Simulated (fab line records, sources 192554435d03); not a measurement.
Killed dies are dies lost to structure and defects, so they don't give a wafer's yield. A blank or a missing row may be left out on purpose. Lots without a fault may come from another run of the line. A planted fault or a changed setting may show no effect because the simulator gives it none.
Chamber matching | flow n5_finfet | N5_MOL_CONTACT_COAG_VIA_ETCH_46 on rie_diel-04: 4 sister chambers
The step etches SiO2 in C4F6/O2, target depth 46 nm, overetch 9.2 nm, time 40 s. 4 wafers are shown with their chamber, then 9 later ones without.

WAFERS WITH THEIR CHAMBER
wafer  | chamber | throttle_valve_pct (%)
L082.1 | 1       | 40.49
L090.1 | 2       | 41.14
L090.4 | 0       | 40.74
L090.5 | 3       | 40.54

WAFERS WITHOUT THEIR CHAMBER
wafer  | throttle_valve_pct (%)
L091.3 | 40.48
L091.4 | 41.16
L091.5 | 41.13
L094.1 | 40.53
L094.2 | 40.50
L094.4 | 41.15
L097.2 | 40.75
L097.4 | 40.50
L097.6 | 40.74

WHICH CHAMBER EACH WENT THROUGH
wafer  | from the rows above | in truth
L091.3 | 1                   | 1
L091.4 | 2                   | 2
L091.5 | 2                   | 2
L094.1 | 3                   | 3
L094.2 | 1                   | 1
L094.4 | 2                   | 2
L097.2 | 0                   | 0
L097.4 | 1                   | 1
L097.6 | 0                   | 0
Placed correctly: 9 of 9. Can't be placed from these rows: 0. Placed wrongly: 0.
How it was worked out, from the rows above alone: a wafer's distance from a chamber is the root of the sum, over the readings, of the square of ((its reading less the chamber's mean) divided by the reading's scatter). The wafer belongs to the nearest chamber; if the next one is less than 2 further off, it can't be placed. A chamber's mean is the mean of its shown wafers. The scatter: with one shown wafer a chamber, the root of the mean of the squares of how far each hidden wafer lies from its nearest shown one.
